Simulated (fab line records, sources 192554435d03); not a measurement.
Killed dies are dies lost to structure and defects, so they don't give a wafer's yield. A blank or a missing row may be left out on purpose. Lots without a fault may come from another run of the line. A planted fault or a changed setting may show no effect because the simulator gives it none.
fab line records | flow n5_finfet
record lots=10 wafers=30 last_day=19
route steps=1938 shown BEOL_M1@825 BEOL_M2@841 BEOL_M4@1111 PASSIVATION@1936
lots that met no fault: from a run of the same line without faults
start_h: hours from the record's first day to the start of the lot's first wafer shown | wait_h: hours since the lot's step before | " the same as in the row above | L1.1+2: a row that stands for several wafers | - no value, or no start given | * or withheld: withheld | < > ~ a bound
route shown NAME@n: a module of which the file shows steps, and the number in the route of the first | usual: mean/standard deviation of fault-free wafers | same: alike in all rows | chamber/n: place in a boat | sites: the reading at each site | _std_site: their standard deviation | _edge_site: outer sites' mean less inner sites' | radius_mm: how far each site lies from the wafer's centre | mask NAME#n: copy n | behind: the tool/chamber that last shaped the wafer | hold: why the lot was held/for how many hours/how that ended | device: the transistor (n, p or np) that didn't switch | end of line: the same wafers' tests at the end of the route | a step without rows: its recipe alone | killed: dies lost to structure and defects at the first sort, not the wafer's yield | map: a wafer's dies, x killed, . not, _ none there
set.NAME: the setting as run; set.NAME@STEP: as run at that earlier step | model.NAME: the simulator's own value behind a step, which no gauge read
steps of the route over a sample of lots; a table a step, a row a wafer
services: from which hour (start_h, from the record's first day; less than 0 if before it) a tool's chamber was out of use, for how many hours, and why
## steps
# step N5_BEOL_M1_ANNEAL_91
# recipe temp_c=400 time_s=240 ambient=vacuum
# usual heater_power_w=817/78
# columns lot.wafer tool chamber start_h wait_h heater_power_w
L873.1 pvd_sputter-01 - 137.58 0.0 908
L873.4 " - " " 793
L873.5 " - " " 909
L874.1 pvd_sputter-01 - 142.30 0.0 801
L874.5 " - " " 790
L874.6 " - " " 725
L876.2 pvd_sputter-03 - 149.86 0.0 890
L876.5 " - " " 754
L876.6 " - " " 763
L880.1 pvd_sputter-01 - 179.16 0.0 772
L880.2 " - " " 811
L880.6 " - " " 770
L883.1 pvd_sputter-02 - 204.96 0.0 751
L883.2 " - " " 902
L883.6 " - " " 765
L889.3 pvd_sputter-02 - 231.61 0.0 791
L889.4 " - " " 983
L889.5 " - " " 978
L891.3 pvd_sputter-02 - 241.17 0.0 980
L891.5 " - " " 929
L891.6 " - " " 803
L892.1 pvd_sputter-02 - 244.09 0.0 978
L892.2 " - " " 744
L892.4 " - " " 909
L894.1 pvd_sputter-01 - 260.50 0.0 796
L894.2 " - " " 718
L894.3 " - " " 800
L895.2 pvd_sputter-02 - 262.85 0.0 783
L895.4 " - " " 898
L895.6 " - " " 726
# step N5_BEOL_M1_DEP_57
# recipe material=SiCN target_thk_a=80 temp_c=withheld precursor=3MS/NH3 pressure_torr=3 rf_w=202 time_s=14
# usual showerhead_plenum_p_Torr=3.666/0.011 throttle_valve_pct=9.3/0.77
# columns lot.wafer tool chamber start_h wait_h showerhead_plenum_p_Torr throttle_valve_pct
L873.1 pecvd-02 2 139.15 0.0 3.691 9.2
L873.4 " 2 " " 3.686 9.1
L873.5 " 2 " " 3.692 9.1
L874.1 pecvd-03 0 143.86 0.0 3.664 8.4
L874.5 " 0 " " 3.667 8.7
L874.6 " 1 " " 3.674 10.5
L876.2 pecvd-02 0 151.42 0.0 3.651 9.0
L876.5 " 0 " " 3.659 8.8
L876.6 " 2 " " 3.697 9.5
L880.1 pecvd-03 0 180.72 0.0 3.670 8.5
L880.2 " 1 " " 3.676 10.6
L880.6 " 0 " " 3.661 8.5
L883.1 pecvd-02 0 206.53 0.0 3.643 8.8
L883.2 " 1 " " 3.666 10.1
L883.6 " 1 " " 3.662 10.0
L889.3 pecvd-01 0 233.17 0.0 3.667 8.6
L889.4 " 0 " " 3.666 8.4
L889.5 " 1 " " 3.664 9.4
L891.3 pecvd-03 2 242.73 0.0 3.650 8.6
L891.5 " 0 " " 3.667 8.6
L891.6 " 2 " " 3.668 8.2
L892.1 pecvd-01 0 245.65 0.0 3.666 8.6
L892.2 " 1 " " 3.668 9.4
L892.4 " 1 " " 3.667 9.8
L894.1 pecvd-02 1 262.07 0.0 3.670 10.4
L894.2 " 2 " " 3.684 8.4
L894.3 " 2 " " 3.686 8.2
L895.2 pecvd-03 1 264.42 0.0 3.678 10.3
L895.4 " 0 " " 3.679 8.4
L895.6 " 1 " " 3.679 10.6
# step N5_BEOL_M1_RS_MEAS_58
# recipe thk_meas_gauge=four-point-probe reads=Co_of_BEOL_M1_CO_CAP_55+Cu_of_BEOL_M1_ECD_50+Co_of_BEOL_M1_CVD_47+TaN_of_BEOL_M1_ALD_84
# usual M1_RS=0.68/0.035
# columns lot.wafer tool chamber start_h wait_h M1_RS[ohm/sq]
L873.1 film_metro-02 - 139.24 0.1 0.71
L873.4 " - " " 0.72
L873.5 " - " " 0.69
L874.1 film_metro-02 - 143.93 0.0 0.68
L874.5 " - " " 0.69
L874.6 " - " " 0.63
L876.2 film_metro-02 - 151.49 0.1 0.64
L876.5 " - " " 0.65
L876.6 " - " " 0.64
L880.1 film_metro-02 - 180.79 0.0 0.75
L880.2 " - " " 0.70
L880.6 " - " " 0.67
L883.1 film_metro-01 - 206.61 0.1 0.68
L883.2 " - " " 0.70
L883.6 " - " " 0.65
L889.3 film_metro-01 - 233.24 0.1 0.69
L889.4 " - " " 0.68
L889.5 " - " " 0.65
L891.3 film_metro-02 - 242.80 0.1 0.65
L891.5 " - " " 0.68
L891.6 " - " " 0.67
L892.1 film_metro-01 - 245.72 0.0 0.62
L892.2 " - " " 0.66
L892.4 " - " " 0.65
L894.1 film_metro-02 - 262.16 0.1 0.70
L894.2 " - " " 0.71
L894.3 " - " " 0.73
L895.2 film_metro-01 - 264.48 0.1 0.67
L895.4 " - " " 0.63
L895.6 " - " " 0.64
# step N5_BEOL_M2_ILD_DEP_00
# recipe material=SiOC target_thk_a=790 temp_c=350 precursor=DEMS/O2 pressure_torr=5 rf_w=500 time_s=15.3
# usual heater_power_w=457/56 showerhead_plenum_p_Torr=5.698/0.015 throttle_valve_pct=12.1/0.91
# columns lot.wafer tool chamber start_h wait_h heater_power_w showerhead_plenum_p_Torr throttle_valve_pct
L873.1 pecvd-04 1 139.30 0.0 522 5.717 12.2
L873.4 " 2 " " 364 5.694 11.7
L873.5 " 1 " " 534 5.729 12.6
L874.1 pecvd-04 2 143.99 0.0 415 5.692 11.7
L874.5 " 0 " " 494 5.689 11.5
L874.6 " 1 " " 543 5.726 12.4
L876.2 pecvd-03 1 151.55 0.0 398 5.708 13.8
L876.5 " 1 " " 398 5.706 13.6
L876.6 " 0 " " 466 5.692 11.5
L880.1 pecvd-03 0 180.85 0.0 470 5.696 11.4
L880.2 " 1 " " 414 5.693 13.6
L880.6 " 1 " " 423 5.699 13.7
L883.1 pecvd-03 1 206.68 0.0 455 5.702 13.7
L883.2 " 0 " " 436 5.701 11.3
L883.6 " 2 " " 490 5.689 11.2
L883.1 pecvd-03 1 206.91 0.2 455 5.714 13.7
L883.2 " 0 " " 431 5.684 11.4
L883.6 " 2 " " 497 5.683 11.2
L889.3 pecvd-04 1 233.30 0.0 527 5.717 12.5
L889.4 " 2 " " 394 5.704 11.5
L889.5 " 1 " " 535 5.727 12.5
L889.3 pecvd-04 1 233.53 0.2 541 5.720 12.4
L889.4 " 2 " " 393 5.685 11.7
L889.5 " 1 " " 534 5.711 12.8
L891.3 pecvd-02 1 242.86 0.0 518 5.703 13.3
L891.5 " 1 " " 526 5.698 13.3
L891.6 " 0 " " 349 5.673 11.6
L892.1 pecvd-03 0 245.78 0.0 491 5.689 11.3
L892.2 " 2 " " 496 5.695 11.2
L892.4 " 0 " " 483 5.711 11.5
L894.1 pecvd-03 1 262.22 0.0 448 5.696 13.6
L894.2 " 0 " " 404 5.702 11.6
L894.3 " 2 " " 464 5.701 11.3
L895.2 pecvd-04 1 264.55 0.0 534 5.716 12.7
L895.4 " 1 " " 526 5.726 12.5
L895.6 " 0 " " 466 5.692 11.6
# step N5_BEOL_M2_THK_MEAS_01
# recipe reads=SiOC_of_BEOL_M2_ILD_DEP_00
# usual M2_ILD_THK=79.1/0.87
# columns lot.wafer tool chamber start_h wait_h M2_ILD_THK[nm]
L873.1 film_metro-01 - 139.37 0.0 78.0
L873.4 " - " " 79.1
L873.5 " - " " 78.8
L874.1 film_metro-01 - 144.06 0.0 77.7
L874.5 " - " " 79.4
L874.6 " - " " 78.8
L876.2 film_metro-02 - 151.62 0.1 79.4
L876.5 " - " " 79.9
L876.6 " - " " 80.5
L880.1 film_metro-01 - 180.92 0.0 79.3
L880.2 " - " " 78.6
L880.6 " - " " 78.4
L883.1 film_metro-02 - 206.98 0.0 156.3
L883.2 " - " " 157.1
L883.6 " - " " 158.0
L889.3 film_metro-02 - 233.60 0.1 158.5
L889.4 " - " " 159.5
L889.5 " - " " 159.6
L891.3 film_metro-01 - 242.93 0.1 78.7
L891.5 " - " " 80.8
L891.6 " - " " 80.0
L892.1 film_metro-01 - 245.85 0.0 79.4
L892.2 " - " " 80.0
L892.4 " - " " 81.6
L894.1 film_metro-02 - 262.29 0.0 79.1
L894.2 " - " " 79.7
L894.3 " - " " 79.2
L895.2 film_metro-01 - 264.61 0.1 77.5
L895.4 " - " " 79.6
L895.6 " - " " 79.7
# step N5_BEOL_M4_RC_MEAS_101
# usual DIBL_N=35.9/1.3 DIBL_P=35.9/1.5 IOFF_N=0.152/0.023 IOFF_P=0.204/0.027 ION_N=673/9.2 ION_P=462/6.7 SS_N=71.4/0.48 SS_P=73.2/0.55 VT_N=250.3/2.6 VT_P=-250.6/3
# columns lot.wafer tool chamber start_h wait_h DIBL_N[mV/V] DIBL_P[mV/V] IOFF_N[nA/um] IOFF_P[nA/um] ION_N[uA/um] ION_P[uA/um] SS_N[mV/dec] SS_P[mV/dec] VT_N[mV] VT_P[mV]
L873.1 prober-01 0 186.74 0.0 35.9 36.2 0.177 0.208 682 458 71.3 73.9 246.9 -250.4
L873.4 " 0 " " 35.3 35.8 0.163 0.198 679 459 71.8 73.7 248.9 -251.5
L873.5 " 0 " " 34.9 36.1 0.159 0.204 676 464 70.8 73.1 248.7 -252.7
L874.1 prober-02 0 188.38 0.0 33.8 34.7 0.143 0.199 667 461 71.0 72.4 250.9 -250.0
L874.5 " 0 " " 33.5 34.5 0.133 0.186 672 464 71.5 72.5 250.1 -250.8
L874.6 " 0 " " 33.9 35.1 0.139 0.199 663 464 70.9 72.8 250.9 -250.2
L876.2 prober-01 0 213.20 0.2 36.6 36.6 0.135 0.175 670 456 71.2 72.8 253.0 -253.4
L876.5 " 0 " " 35.3 34.7 0.122 0.159 676 453 70.6 72.6 253.1 -254.0
L876.6 " 0 " " 37.3 38.1 0.162 0.214 685 469 71.8 73.6 251.9 -250.3
L880.1 prober-01 0 238.39 0.0 36.2 35.5 0.162 0.209 687 467 71.6 73.1 246.1 -248.9
L880.2 " 0 " " 37.4 37.4 0.183 0.233 680 468 71.8 74.2 245.8 -249.6
L880.6 " 0 " " 36.8 36.7 0.175 0.224 690 469 70.5 73.0 247.4 -248.3
L892.1 prober-02 0 305.47 0.0 36.1 36.0 0.162 0.183 675 454 71.9 73.0 250.0 -253.1
L892.2 " 0 " " 36.2 36.6 0.164 0.187 668 455 72.0 73.8 248.5 -255.2
L892.4 " 0 " " 35.4 35.8 0.149 0.176 669 452 71.4 73.1 250.2 -256.0
L891.3 prober-01 0 305.57 0.3 36.5 36.4 0.174 0.228 688 471 71.9 72.9 246.3 -248.1
L891.5 " 0 " " 35.8 35.8 0.162 0.218 681 469 72.0 72.9 248.6 -249.2
L891.6 " 0 " " 36.4 36.3 0.172 0.228 677 468 71.1 72.5 245.5 -247.2
L894.1 prober-01 0 331.94 0.0 41.0 40.4 0.248 0.306 686 469 72.2 74.8 245.1 -245.4
L894.2 " 0 " " 37.6 35.8 0.157 0.216 667 459 72.2 73.7 251.9 -252.3
L894.3 " 0 " " 38.4 36.5 0.177 0.238 669 455 71.4 74.4 249.1 -249.1
L895.2 prober-02 0 334.79 0.2 35.3 34.3 0.134 0.219 657 466 71.6 73.2 252.8 -247.0
L895.4 " 0 " " 35.2 34.4 0.130 0.216 667 471 71.4 72.1 249.9 -247.9
L895.6 " 0 " " 35.9 35.3 0.146 0.240 678 477 71.1 73.7 251.0 -244.7
# step N5_PASSIVATION_PROBE_49
# usual defect_limited_yield=91.0/1.5 killed_at_M0_to_M3=37/12 killed_at_M4_up=13/5 killed_at_contacts=13/6.1 killed_at_front_end=39/11 killed_at_other=4/3.2 killed_dies=106/17 killed_on_rim=13/4.2 killed_open=69/12 killed_short=35/7.9 sort_bin_4_leakage=0.00/0.007 sort_bin_5_function=5.3/1 sort_bin_6_memory=3.3/0.68 sort_n_pass=1074/17 sort_yield_pct=91.0/1.5
# same gross_dies=1180 killed_at_back_side=0 sort_bin_8_speed[%]=0
# columns lot.wafer tool chamber start_h wait_h defect_limited_yield[%] killed_at_M0_to_M3 killed_at_M4_up killed_at_contacts killed_at_front_end killed_at_other killed_dies killed_on_rim killed_open killed_short sort_bin_4_leakage[%] sort_bin_5_function[%] sort_bin_6_memory[%] sort_n_pass sort_yield_pct[%]
L873.1 prober-02 - 292.11 0.0 91.9 31 14 9 38 4 96 11 61 30 0 4.4 3.1 1084 91.9
L873.4 prober-02 - 292.26 0.2 91.5 31 14 7 41 7 100 14 70 29 0 5.2 3.1 1080 91.5
L873.5 prober-02 - 292.31 0.2 89.5 47 6 14 54 3 124 16 79 44 0 5.2 4.7 1056 89.5
L874.1 prober-02 - 303.16 0.7 91.7 19 9 21 46 3 98 14 63 31 0 4.7 3.2 1082 91.7
L874.5 prober-02 - 303.36 0.9 92.8 29 13 10 31 2 85 12 61 24 0 4.8 2.3 1095 92.8
L874.6 prober-02 - 303.41 0.9 93.0 34 6 15 28 0 83 17 53 29 0 4.2 2.6 1097 93.0
L876.2 prober-01 - 327.99 0.1 89.7 27 16 30 48 0 121 15 76 43 0 6.4 3.4 1059 89.7
L876.5 prober-01 - 328.14 0.2 88.5 37 15 36 43 5 136 14 87 48 0 7.2 3.7 1044 88.5
L876.6 prober-01 - 328.19 0.3 89.2 33 11 21 61 1 127 19 86 39 0 6.5 3.7 1053 89.2
L880.1 prober-02 - 346.18 0.3 89.7 50 20 6 45 0 121 23 80 40 0 5.8 4.2 1059 89.7
L880.2 prober-02 - 346.23 0.4 90.8 54 6 11 36 2 109 11 80 26 0 6.2 2.8 1071 90.8
L880.6 prober-02 - 346.43 0.6 92.5 39 10 8 31 0 88 16 62 25 0 4.4 2.8 1092 92.5
L883.1 prober-01 - 374.41 0.0 0 1116 8 10 41 5 1180 152 80 35 0 95.9 3.8 0 0
L883.2 prober-01 - 374.46 0.1 0 1113 11 18 29 9 1180 152 78 34 0 96.4 3.5 0 0
L883.6 prober-01 - 374.66 0.3 0 1099 21 11 37 12 1180 152 77 44 0 95.6 3.9 0 0
L889.3 prober-02 - 409.56 0.1 0 1114 9 7 48 2 1180 152 59 27 0 97.5 2.4 0 0
L889.4 prober-02 - 409.61 0.2 0 1124 16 4 32 4 1180 152 52 22 0 97.1 2.7 0 0
L889.5 prober-02 - 409.66 0.2 0 1108 21 14 34 3 1180 152 79 38 0 96.1 3.5 0 0
L891.3 prober-01 - 414.82 0.1 90.6 40 12 22 32 5 111 13 81 29 0 5.8 3.1 1069 90.6
L891.5 prober-01 - 414.92 0.2 89.4 44 10 30 41 0 125 7 86 35 0 5.6 4.2 1055 89.4
L891.6 prober-01 - 414.97 0.3 88.5 62 14 22 38 0 136 12 90 45 0 6.4 4.8 1044 88.5
L892.1 prober-02 - 421.05 0.0 91.4 26 14 6 55 0 101 12 66 34 0 5.1 3.1 1079 91.4
L892.2 prober-02 - 421.10 0.1 90.5 29 27 19 36 1 112 10 75 35 0 6.4 3.0 1068 90.5
L892.4 prober-02 - 421.20 0.2 90.5 35 21 7 47 2 112 14 72 38 0 5.3 3.6 1068 90.5
L894.1 prober-01 - 440.72 0.0 88.6 63 10 7 45 10 135 23 88 45 0.08 6.3 4.5 1044 88.5
L894.2 prober-01 - 440.77 0.1 90.0 45 9 5 49 10 118 14 73 45 0 5.1 4.7 1062 90.0
L894.3 prober-01 - 440.82 0.1 91.4 23 15 12 44 7 101 12 58 39 0 5.3 2.7 1079 91.4
L895.2 prober-01 - 449.85 0.1 90.1 47 10 22 34 4 117 15 80 35 0 5.8 4.0 1063 90.1
L895.4 prober-01 - 449.95 0.2 93.2 14 15 17 30 4 80 15 52 26 0 3.7 2.7 1100 93.2
L895.6 prober-01 - 450.05 0.3 91.9 29 12 21 30 4 96 11 69 25 0 5.0 2.9 1084 91.9
# killed by level:class
L873.1 STI_FIN_REVEAL:geometric_particle:open=13 MOL_CONTACT_COAG:geometric_particle:open=8 BEOL_M0_SAQP:geometric_particle:open=8 FIN_SAQP:geometric_particle:open=7 BEOL_M0_SAQP:geometric_particle:short=7 BEOL_M4:geometric_particle:open=6 BEOL_M3:geometric_particle:open=5 BEOL_M4:geometric_particle:short=4
L873.4 STI_FIN_REVEAL:geometric_particle:open=13 FIN_SAQP:geometric_particle:open=8 BEOL_M0_SAQP:geometric_particle:open=7 BEOL_M0_SAQP:geometric_particle:short=6 MOL_CONTACT_COAG:geometric_particle:open=5 BEOL_M0:geometric_particle:open=5 BEOL_M2:geometric_particle:open=5 GATE_CUT:geometric_particle:short=4
L873.5 STI_FIN_REVEAL:geometric_particle:open=14 MOL_CONTACT_COAG:geometric_particle:open=12 BEOL_M0_SAQP:geometric_particle:open=10 BEOL_M0_SAQP:geometric_particle:short=9 FIN_SAQP:geometric_particle:open=8 FIN_SAQP:geometric_particle:short=8 GATE_CUT:geometric_particle:short=8 BEOL_M2:geometric_particle:open=7
L874.1 MOL_CONTACT_COAG:geometric_particle:open=15 FIN_SAQP:geometric_particle:short=13 FIN_SAQP:geometric_particle:open=11 BEOL_M3:geometric_particle:open=9 DUMMY_GATE:geometric_particle:open=5 MOL_CONTACT_COAG:geometric_particle:short=5 STI_FIN_REVEAL:geometric_particle:open=4 BEOL_M5:geometric_particle:open=3
L874.5 BEOL_M1:geometric_particle:open=9 FIN_SAQP:geometric_particle:open=7 STI_FIN_REVEAL:geometric_particle:open=7 MOL_CONTACT_COAG:geometric_particle:open=7 DUMMY_GATE:geometric_particle:open=6 BEOL_M0_SAQP:geometric_particle:short=6 BEOL_M5:geometric_particle:open=5 BEOL_M7:geometric_particle:open=5
L874.6 MOL_CONTACT_COAG:geometric_particle:open=11 BEOL_M0_SAQP:geometric_particle:short=10 FIN_SAQP:geometric_particle:open=7 BEOL_M2:geometric_particle:open=7 BEOL_M0_SAQP:geometric_particle:open=5 BEOL_M3:geometric_particle:open=5 FIN_SAQP:geometric_particle:short=4 GATE_CUT:geometric_particle:short=4
L876.2 MOL_CONTACT_COAG:geometric_particle:open=22 STI_FIN_REVEAL:geometric_particle:open=18 FIN_SAQP:geometric_particle:short=8 MOL_CONTACT_COAG:geometric_particle:short=8 BEOL_M0_SAQP:geometric_particle:short=8 BEOL_M0_SAQP:geometric_particle:open=7 GATE_CUT:geometric_particle:short=5 BEOL_M2:geometric_particle:open=5
L876.5 MOL_CONTACT_COAG:geometric_particle:open=29 STI_FIN_REVEAL:geometric_particle:open=11 BEOL_M0_SAQP:geometric_particle:short=11 BEOL_M0_SAQP:geometric_particle:open=10 FIN_SAQP:geometric_particle:short=7 MOL_CONTACT_COAG:geometric_particle:short=7 BEOL_M3:geometric_particle:open=7 BEOL_M4:geometric_particle:open=7
L876.6 STI_FIN_REVEAL:geometric_particle:open=17 MOL_CONTACT_COAG:geometric_particle:open=14 FIN_SAQP:geometric_particle:open=13 BEOL_M0_SAQP:geometric_particle:open=10 BEOL_M0_SAQP:geometric_particle:short=9 FIN_SAQP:geometric_particle:short=7 MOL_CONTACT_COAG:geometric_particle:short=7 GATE_CUT:geometric_particle:short=6
L880.1 FIN_SAQP:geometric_particle:open=18 FIN_SAQP:geometric_particle:short=17 BEOL_M3:geometric_particle:open=12 BEOL_M2:geometric_particle:open=11 BEOL_M0_SAQP:geometric_particle:short=8 BEOL_M1:geometric_particle:open=8 MOL_CONTACT_COAG:geometric_particle:open=6 BEOL_M0_SAQP:geometric_particle:open=5
L880.2 BEOL_M1:geometric_particle:open=15 MOL_CONTACT_COAG:geometric_particle:open=10 BEOL_M3:geometric_particle:open=10 BEOL_M1:geometric_particle:short=8 STI_FIN_REVEAL:geometric_particle:open=7 BEOL_M0_SAQP:geometric_particle:open=7 BEOL_M2:geometric_particle:open=7 DUMMY_GATE:geometric_particle:open=5
L880.6 BEOL_M3:geometric_particle:open=10 STI_FIN_REVEAL:geometric_particle:open=9 DUMMY_GATE:geometric_particle:open=9 BEOL_M2:geometric_particle:open=8 BEOL_M0_SAQP:geometric_particle:open=7 FIN_SAQP:geometric_particle:short=5 MOL_CONTACT_COAG:geometric_particle:open=5 BEOL_M0_SAQP:geometric_particle:short=4
L883.1 BEOL_M2:area_dep=1064 BEOL_M1:geometric_particle:open=19 FIN_SAQP:geometric_particle:open=18 FIN_SAQP:geometric_particle:short=11 MOL_CONTACT_COAG:geometric_particle:open=10 BEOL_M0_SAQP:geometric_particle:short=10 BEOL_M0_SAQP:geometric_particle:open=9 BEOL_M3:geometric_particle:open=7
L883.2 BEOL_M2:area_dep=1067 MOL_CONTACT_COAG:geometric_particle:open=15 BEOL_M3:geometric_particle:open=13 BEOL_M0_SAQP:geometric_particle:short=11 BEOL_M0_SAQP:geometric_particle:open=9 BEOL_M4:geometric_particle:open=8 STI_FIN_REVEAL:geometric_particle:open=4 GATE_CUT:geometric_particle:short=4
L883.6 BEOL_M2:area_dep=1058 BEOL_M0_SAQP:geometric_particle:short=11 BEOL_M0_SAQP:geometric_particle:open=11 MOL_CONTACT_COAG:geometric_particle:open=9 BEOL_M4:geometric_particle:open=9 STI_FIN_REVEAL:geometric_particle:open=7 FIN_SAQP:geometric_particle:open=6 PASS1_CAP:geometric_particle:short=6
L889.3 BEOL_M2:area_dep=1092 STI_FIN_REVEAL:geometric_particle:open=10 FIN_SAQP:geometric_particle:open=8 DUMMY_GATE:geometric_particle:open=7 BEOL_M2:geometric_particle:open=7 ILD0:geometric_particle:short=5 MOL_CONTACT_COAG:geometric_particle:open=5 BEOL_M2:geometric_particle:short=4
L889.4 BEOL_M2:area_dep=1105 BEOL_M4:geometric_particle:open=12 STI_FIN_REVEAL:geometric_particle:open=10 BEOL_M2:geometric_particle:open=7 BEOL_M0_SAQP:geometric_particle:open=6 FIN_SAQP:geometric_particle:short=5 STARTING-WAFER:geometric_particle:short=4 MOL_CONTACT_COAG:geometric_particle:open=4
L889.5 BEOL_M2:area_dep=1062 BEOL_M0_SAQP:geometric_particle:open=14 BEOL_M4:geometric_particle:open=13 MOL_CONTACT_COAG:geometric_particle:open=12 BEOL_M0_SAQP:geometric_particle:short=10 BEOL_M2:geometric_particle:open=9 STI_FIN_REVEAL:geometric_particle:open=8 BEOL_M3:geometric_particle:open=6
L891.3 MOL_CONTACT_COAG:geometric_particle:open=19 BEOL_M3:geometric_particle:open=11 BEOL_M2:geometric_particle:open=10 BEOL_M0_SAQP:geometric_particle:open=9 BEOL_M0_SAQP:geometric_particle:short=8 FIN_SAQP:geometric_particle:open=7 STI_FIN_REVEAL:geometric_particle:open=5 FIN_SAQP:geometric_particle:short=4
L891.5 MOL_CONTACT_COAG:geometric_particle:open=22 BEOL_M2:geometric_particle:open=17 STI_FIN_REVEAL:geometric_particle:open=8 MOL_CONTACT_COAG:geometric_particle:short=8 BEOL_M4:geometric_particle:open=8 BEOL_M3:geometric_particle:open=8 FIN_SAQP:geometric_particle:short=6 BEOL_M0_SAQP:geometric_particle:short=6
L891.6 BEOL_M0_SAQP:geometric_particle:short=18 BEOL_M0_SAQP:geometric_particle:open=17 MOL_CONTACT_COAG:geometric_particle:open=16 STI_FIN_REVEAL:geometric_particle:open=12 FIN_SAQP:geometric_particle:short=8 BEOL_M2:geometric_particle:open=8 BEOL_M3:geometric_particle:open=8 BEOL_M1:geometric_particle:open=7
L892.1 STI_FIN_REVEAL:geometric_particle:open=15 GATE_CUT:geometric_particle:short=12 BEOL_M4:geometric_particle:open=9 BEOL_M0_SAQP:geometric_particle:open=7 MOL_CONTACT_COAG:geometric_particle:open=6 BEOL_M3:geometric_particle:open=6 FIN_SAQP:geometric_particle:open=5 STI_FIN_REVEAL:geometric_particle:short=5
L892.2 BEOL_M4:geometric_particle:open=18 MOL_CONTACT_COAG:geometric_particle:open=16 FIN_SAQP:geometric_particle:short=7 GATE_CUT:geometric_particle:open=7 STI_FIN_REVEAL:geometric_particle:open=5 DUMMY_GATE:geometric_particle:open=5 BEOL_M0_SAQP:geometric_particle:open=5 BEOL_M2:geometric_particle:short=5
L892.4 FIN_SAQP:geometric_particle:short=13 BEOL_M4:geometric_particle:open=13 BEOL_M2:geometric_particle:open=10 STI_FIN_REVEAL:geometric_particle:open=8 FIN_SAQP:geometric_particle:open=6 MOL_CONTACT_COAG:geometric_particle:open=6 GATE_CUT:geometric_particle:short=5 DUMMY_GATE:geometric_particle:open=4
L894.1 BEOL_M3:geometric_particle:open=17 STI_FIN_REVEAL:geometric_particle:open=14 BEOL_M0_SAQP:geometric_particle:open=11 BEOL_M2:geometric_particle:open=11 BEOL_M0_SAQP:geometric_particle:short=9 FIN_SAQP:geometric_particle:short=8 MOL_CONTACT_COAG:geometric_particle:open=5 BEOL_M3:geometric_particle:short=5
L894.2 BEOL_M3:geometric_particle:open=13 STI_FIN_REVEAL:geometric_particle:open=12 FIN_SAQP:geometric_particle:open=11 FIN_SAQP:geometric_particle:short=10 BEOL_M0_SAQP:geometric_particle:short=9 BEOL_M2:geometric_particle:open=8 BEOL_M0_SAQP:geometric_particle:open=6 BEOL_M4:geometric_particle:open=5
L894.3 MOL_CONTACT_COAG:geometric_particle:open=10 STI_FIN_REVEAL:geometric_particle:open=10 BEOL_M4:geometric_particle:open=8 FIN_SAQP:geometric_particle:short=7 BEOL_M0_SAQP:geometric_particle:short=7 FIN_SAQP:geometric_particle:open=6 BEOL_M0_SAQP:geometric_particle:open=6 BEOL_M2:geometric_particle:open=5
L895.2 MOL_CONTACT_COAG:geometric_particle:open=18 BEOL_M2:geometric_particle:open=18 FIN_SAQP:geometric_particle:short=14 DUMMY_GATE:geometric_particle:open=8 BEOL_M3:geometric_particle:open=7 BEOL_M0_SAQP:geometric_particle:open=6 BEOL_M0:geometric_particle:open=5 FIN_SAQP:geometric_particle:open=4
L895.4 MOL_CONTACT_COAG:geometric_particle:open=16 FIN_SAQP:geometric_particle:short=7 BEOL_M2:geometric_particle:open=5 FIN_SAQP:geometric_particle:open=4 BEOL_M6:geometric_particle:open=4 STI_FIN_REVEAL:geometric_particle:open=3 DUMMY_GATE:geometric_particle:short=3 GATE_CUT:geometric_particle:short=3
L895.6 MOL_CONTACT_COAG:geometric_particle:open=16 DUMMY_GATE:geometric_particle:open=12 BEOL_M2:geometric_particle:open=10 BEOL_M0:geometric_particle:short=5 BEOL_M3:geometric_particle:open=5 MOL_CONTACT_COAG:geometric_particle:short=4 BEOL_M4:geometric_particle:open=4 FIN_SAQP:geometric_particle:open=3
## services
# columns tool chamber start_h hours kind
pecvd-01 - 129.99 6.0 pm
pecvd-02 1 130.08 16.2 repair
pecvd-01 - 142.35 0.8 repair
pecvd-02 1 154.59 2.1 scheduled_down
pecvd-03 1 158.04 5.5 scheduled_down
pecvd-03 0 163.50 2.1 scheduled_down
pvd_sputter-03 - 186.76 4.3 repair
pecvd-02 0 189.16 5.0 scheduled_down
pecvd-04 - 198.44 0.5 repair
pecvd-02 2 202.38 - clean
pecvd-02 2 202.38 - consumable_replace:showerhead
pecvd-02 2 202.38 29.0 scheduled_down
pecvd-02 2 202.38 29.0 vent_cycle
pecvd-04 2 216.90 6.0 repair
pecvd-04 0 256.22 2.1 scheduled_down
pecvd-02 0 259.09 5.5 scheduled_down
## key
first_sign step=N5_BEOL_M2_ILD_DEP_00 reading=visit direction=added
effect step=N5_BEOL_M2_THK_MEAS_01 reading=M2_ILD_THK direction=up sigmas=90 usual=79.1 struck=158.2
effect step=N5_PASSIVATION_PROBE_49 reading=sort_bin_5_function direction=up sigmas=91 usual=5.3 struck=96.4
more_kills_born_at N5_BEOL_M2_ILD_DEP_00@pecvd-04=3259 N5_BEOL_M2_ILD_DEP_00@pecvd-03=3189
met_at N5_BEOL_M2_ILD_DEP_00
struck_lots L883,L889
later_rows_left_out L883.1,L883.2,L883.6,L889.3,L889.4,L889.5
not_acting_at N5_BEOL_M1_ANNEAL_91,N5_BEOL_M1_DEP_57,N5_BEOL_M1_RS_MEAS_58
fault kind=repeated_step_whole tool=pecvd-02,pecvd-03,pecvd-04 chamber=- onset_h=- steps=N5_BEOL_M2_ILD_DEP_00 times=1 scope=struck_lots_only
# later_rows_left_out: the simulator's readings of these wafers behind a module that went badly wrong aren't trusted and aren't shown, but for the sort
